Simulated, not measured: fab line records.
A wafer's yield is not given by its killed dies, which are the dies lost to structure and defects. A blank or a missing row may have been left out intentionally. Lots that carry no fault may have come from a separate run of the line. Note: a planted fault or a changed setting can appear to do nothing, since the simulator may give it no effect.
Chamber matching ; flow n5_finfet ; 4 sister chambers for N5_SD_EPI_N_ETCH_35 on rie_diel-04
The step etches SOC in N2/H2, overetch 108 nm, time 486 s. 4 wafers are shown with their chamber, then 8 later ones without.

EACH WAFER AND ITS CHAMBER
wafer;chamber;drypump_motor_current_A (A)
L084.2;2;5.4
L084.3;3;5.6
L084.4;0;5.7
L091.1;1;5.4

WAFERS WITHOUT THEIR CHAMBER
wafer;drypump_motor_current_A (A)
L091.3;5.7
L091.6;5.7
L095.2;5.4
L095.3;5.8
L095.6;5.4
L096.4;5.4
L096.5;5.4
L096.6;5.4

THE CHAMBER EACH PASSED THROUGH
wafer;from the rows above;in truth
L091.3;0;0
L091.6;0;0
L095.2;can't be placed: 1 or 2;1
L095.3;0;0
L095.6;can't be placed: 1 or 2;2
L096.4;can't be placed: 1 or 2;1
L096.5;can't be placed: 1 or 2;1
L096.6;can't be placed: 1 or 2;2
Correct placement for 3 of the 8. These rows do not allow placing 5 (true chamber among the candidates in 5). Wrongly placed: 0.
How it was worked out, from the rows above alone: a wafer's distance from a chamber is the root of the sum, over the readings, of the square of ((its reading less the chamber's mean) divided by the reading's scatter). The wafer belongs to the nearest chamber; if the next one is less than 2 further off, it can't be placed. For every chamber, the mean is computed from those of its wafers that are shown. The scatter: with one shown wafer a chamber, the root of the mean of the squares of how far each hidden wafer lies from its nearest shown one.
